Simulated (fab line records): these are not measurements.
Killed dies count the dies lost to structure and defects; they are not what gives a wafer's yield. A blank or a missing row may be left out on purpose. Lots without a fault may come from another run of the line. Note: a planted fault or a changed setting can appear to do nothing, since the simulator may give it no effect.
Matching of chambers + flow n5Finfet + N5_DUMMY_GATE_CVD_03 on lpcvd-01: 13 sister chambers
The step deposits a-Si from SiH4, target thk 150 nm, time 8042 s. 14 wafers are shown with their chamber, then 3 later ones without.

## WAFERS WITH THEIR CHAMBER
| wafer  | chamber | spikeTcTopC (C) | spikeTcUpperC (C) |
|--------|---------|-----------------|-------------------|
| L746.1 | 1/65    | 557.1           | 531.6             |
| L746.3 | 1/75    | 557.1           | 531.6             |
| L746.6 | 1/89    | 557.1           | 531.6             |
| L748.2 | 1/20    | 557.1           | 531.2             |
| L748.3 | 1/25    | 557.1           | 531.2             |
| L748.6 | 1/39    | 557.1           | 531.2             |
| L755.1 | 0/90    | 552.2           | 528.9             |
| L755.5 | 0/109   | 552.2           | 528.9             |
| L755.6 | 0/114   | 552.2           | 528.9             |
| L757.1 | 1/15    | 557.6           | 532.0             |
| L757.3 | 1/25    | 557.6           | 532.0             |
| L757.4 | 1/29    | 557.6           | 532.0             |
| L761.3 | 0/50    | 552.2           | 528.8             |
| L761.4 | 0/54    | 552.2           | 528.8             |

SIGNATURES, as means of the wafers listed above
| reading       | chamber 0/109 | chamber 0/114 | chamber 0/50 | chamber 0/54 | chamber 0/90 | chamber 1/15 | chamber 1/20 | chamber 1/25 | chamber 1/29 | chamber 1/39 | chamber 1/65 | chamber 1/75 | chamber 1/89 | scatter within a chamber |
|---------------|---------------|---------------|--------------|--------------|--------------|--------------|--------------|--------------|--------------|--------------|--------------|--------------|--------------|--------------------------|
| spikeTcTopC   | 552.200       | 552.200       | 552.200      | 552.200      | 552.200      | 557.600      | 557.100      | 557.350      | 557.600      | 557.100      | 557.100      | 557.100      | 557.100      | 0.354                    |
| spikeTcUpperC | 528.900       | 528.900       | 528.800      | 528.800      | 528.900      | 532.000      | 531.200      | 531.600      | 532.000      | 531.200      | 531.600      | 531.600      | 531.600      | 0.566                    |
Rule: a wafer's distance from a chamber is the root of the sum, over the readings, of the square of ((its reading less the chamber's mean) divided by the reading's scatter). The wafer belongs to the nearest chamber; if the next one is less than 2 further off, it can't be placed. How the scatter is found: for the shown wafers, subtract from each reading the mean of its chamber, square and add these, divide the total by (wafers less chambers), then take the root.

## WAFERS WITHOUT THEIR CHAMBER
| wafer  | spikeTcTopC (C) | spikeTcUpperC (C) |
|--------|-----------------|-------------------|
| L764.3 | 553.2           | 529.3             |
| L764.4 | 553.2           | 529.3             |
| L766.3 | 552.9           | 529.6             |

## WHICH CHAMBER EACH WENT THROUGH
| wafer  | from the rows above                                     | in truth |
|--------|---------------------------------------------------------|----------|
| L764.3 | can't be placed: 0/109 or 0/114 or 0/90 or 0/50 or 0/54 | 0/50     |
| L764.4 | can't be placed: 0/109 or 0/114 or 0/90 or 0/50 or 0/54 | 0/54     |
| L766.3 | can't be placed: 0/109 or 0/114 or 0/90 or 0/50 or 0/54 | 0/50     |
Placed correctly: 0 of 3. Can't be placed from these rows: 3 (the true chamber is among the candidates in 3). Wrongly placed: 0.
